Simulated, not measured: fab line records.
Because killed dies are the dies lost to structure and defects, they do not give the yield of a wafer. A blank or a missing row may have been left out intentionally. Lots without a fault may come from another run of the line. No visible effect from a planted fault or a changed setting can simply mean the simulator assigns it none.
Split-lot experiment ; flow n5-finfet ; route with 1938 steps; 7 lots, 21 wafers read

THE SPLIT ITSELF
At N5_GATE_CUT_COAT_07 (resist thk 30 nm), the setting spin-rpm was moved away from the recipe's 1500 rpm on 8 of the 21 wafers read, by -10.9% to +10.7%. The other wafers ran this setting at the recipe's value.

FROM THE SPLIT TO THE READING: what the file shows between them, 2 steps
- N5_GATE_CUT_EBR_09
- N5_GATE_CUT_SOFTBAKE_08: time 60 s

THE READING
CAR-EUV_of_GATE_CUT_COAT_07.thk-nm (the simulator's own value, which no gauge read), in nm, at N5_GATE_CUT_DESCUM_18 (chemistry O2, time 7 s). No usual value for it is given in the file. Average 26.0 nm, standard deviation 0.11 nm, over the 13 wafers here run with the recipe.

wafer;tool, chamber at the split;spin-rpm as run, rpm;against the recipe;CAR-EUV_of_GATE_CUT_COAT_07.thk-nm, nm;against lot-mates on the recipe
L075.1;litho-track-05, 0;1500;recipe;26;-
L075.4;litho-track-05, 0;1337;-10.9%;27.8;+1.8
L075.5;litho-track-05, 0;1337;-10.9%;27.8;+1.8
L078.1;litho-track-04, 0;1500;recipe;26;-
L078.2;litho-track-04, 0;1500;recipe;26;-
L078.4;litho-track-04, 0;1500;recipe;26;-
L084.2;litho-track-05, 0;1500;recipe;26;-
L084.3;litho-track-05, 0;1500;recipe;26.2;-
L084.5;litho-track-05, 0;1661;+10.7%;24.6;-1.5
L085.2;litho-track-03, 0;1377;-8.2%;27.4;+1.5
L085.4;litho-track-03, 0;1500;recipe;26;-
L085.6;litho-track-03, 0;1500;recipe;25.8;-
L089.1;litho-track-04, 0;1500;recipe;26.2;-
L089.4;litho-track-04, 0;1500;recipe;26;-
L089.5;litho-track-04, 0;1403;-6.5%;27;+0.9
L096.1;litho-track-04, 0;1500;recipe;26.2;-
L096.2;litho-track-04, 0;1500;recipe;26;-
L096.3;litho-track-04, 0;1391;-7.3%;27.2;+1.1
L097.2;litho-track-05, 0;1428;-4.8%;26.8;+0.8
L097.4;litho-track-05, 0;1428;-4.8%;26.8;+0.8
L097.6;litho-track-05, 0;1500;recipe;26;-

FIT RESULTS
A straight line over all 21 wafers: CAR-EUV_of_GATE_CUT_COAT_07.thk-nm changes by -0.154 nm for each +1% of spin-rpm; r = -0.99; the points scatter about the line by 0.11 nm.
The same after taking each lot's own level away (the mean of its wafers on the recipe; 21 wafers): -0.157 nm for each +1%; r = -0.99; scatter 0.098 nm.
The reading moves by 1.7 nm for the largest change in spin-rpm, on that fit.
The lots' own levels span 25.90 to 26.10 nm, that is 1.9 times the standard deviation above.
Consequently the slope shifts little with the lot-to-lot level, the two slopes agreeing.
Check: +1.72 nm against its lot-mates is what the line predicts for one of the wafers moved furthest among these (-10.9%) when that wafer is left out of the fit. Against them it came out at +1.8 nm.

OTHER SPLITS ON THESE WAFERS
Note: prior to the reading, these wafers also went through further splits. Each is held against what the fit with the lots' levels taken away leaves over:
other split on the same wafers;wafers away from the commonest value;r with CAR-EUV_of_GATE_CUT_COAT_07.thk-nm (lot level and that fit taken away)
N5_SDB_EXPOSE_08 dose-mj;6;-0.42
N5_HKMG_FIN_COAT_30 spin-rpm;10;-0.04
N5_HKMG_FIN_DEVELOP_11 develop-time-s;10;+0.04
N5_GATE_CUT_HM_DEP_46 time-s;7;+0.22

THE WHOLE CHAIN: every reading that the file lists as answering this split, in the file's order
step;what it does;reading;change (the file's fit);r (the file's)
N5_GATE_CUT_COAT_07;resist thk 30 nm;CAR-EUV_of_GATE_CUT_COAT_07.thk-nm (the simulator's own value, which no gauge read);-0.152 nm for each +1% of the setting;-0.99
N5_GATE_CUT_DESCUM_18;chemistry O2, time 7 s;CAR-EUV_of_GATE_CUT_COAT_07.thk-nm (the simulator's own value, which no gauge read);-0.157 nm for each +1% of the setting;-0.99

FILE'S OWN FIT
CAR-EUV_of_GATE_CUT_COAT_07.thk-nm changes by -0.157 nm for each +1% of spin-rpm, r = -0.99.
